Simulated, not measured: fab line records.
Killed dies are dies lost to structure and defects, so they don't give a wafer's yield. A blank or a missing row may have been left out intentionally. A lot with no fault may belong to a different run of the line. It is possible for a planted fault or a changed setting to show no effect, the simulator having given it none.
Chamber matching | flow nandHarc | 4 sister chambers for NHARC_P_M1_DESCUM_14 on rieDiel-09
The step chemistry O2, time 3 s. 16 wafers are shown with their chamber, then 8 later ones without.

== WAFERS WITH THEIR CHAMBER ==
wafer  | chamber | drypumpMotorCurrentA (A) | oesProductAu (a.u.) | rfVppV (V)
L076.1 | 2       | 5.7                      | 1.008               | 57.0
L076.2 | 0       | 5.7                      | 1.021               | 57.0
L076.3 | 3       | 5.4                      | 0.976               | 57.8
L080.1 | 0       | 5.7                      | 1.020               | 57.2
L080.2 | 1       | 5.2                      | 1.002               | 59.3
L080.4 | 2       | 5.7                      | 1.017               | 56.9
L082.1 | 3       | 5.4                      | 0.979               | 57.4
L082.4 | 2       | 5.8                      | 1.023               | 59.1
L082.5 | 0       | 5.7                      | 1.014               | 56.9
L083.1 | 1       | 5.2                      | 0.998               | 58.5
L083.5 | 2       | 5.7                      | 1.014               | 59.3
L083.6 | 3       | 5.4                      | 0.980               | 57.2
L088.3 | 1       | 5.2                      | 0.982               | 58.1
L088.5 | 1       | 5.2                      | 0.980               | 57.4
L088.6 | 2       | 5.7                      | 1.014               | 56.2
L089.2 | 1       | 5.2                      | 0.993               | 57.8

SIGNATURES, as means of the wafers listed above
reading              | chamber 0 | chamber 1 | chamber 2 | chamber 3 | scatter within a chamber
drypumpMotorCurrentA | 5.700     | 5.200     | 5.720     | 5.400     | 0.0258
oesProductAu         | 1.01833   | 0.99100   | 1.01520   | 0.97833   | 0.00666
rfVppV               | 57.033    | 58.220    | 57.700    | 57.467    | 0.924
Rule: a wafer's distance from a chamber is the root of the sum, over the readings, of the square of ((its reading less the chamber's mean) divided by the reading's scatter). If the next closest chamber is less than 2 further off than the closest, the wafer can't be placed; otherwise it belongs to the closest. The scatter: the root of (the sum of the squares of (reading less its chamber's mean) over the shown wafers, divided by (wafers less chambers)).

== WAFERS WHOSE CHAMBER IS MISSING ==
wafer  | drypumpMotorCurrentA (A) | oesProductAu (a.u.) | rfVppV (V)
L089.3 | 5.2                      | 0.991               | 57.5
L089.5 | 5.7                      | 1.020               | 58.1
L093.1 | 5.7                      | 1.020               | 58.5
L093.3 | 5.2                      | 0.994               | 58.3
L093.6 | 5.2                      | 1.006               | 59.5
L096.1 | 5.7                      | 1.000               | 58.0
L096.5 | 5.2                      | 0.988               | 59.5
L096.6 | 5.7                      | 1.011               | 57.0

== EACH ONE'S CHAMBER ==
wafer  | from the rows above     | in truth
L089.3 | 1                       | 1
L089.5 | can't be placed: 2 or 0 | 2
L093.1 | can't be placed: 2 or 0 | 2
L093.3 | 1                       | 1
L093.6 | 1                       | 1
L096.1 | can't be placed: 2 or 0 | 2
L096.5 | 1                       | 1
L096.6 | can't be placed: 0 or 2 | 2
Correct placement for 4 of the 8. From these rows, 4 cannot be placed; in 4 the true chamber is one of the candidates. Number placed wrongly: 0.
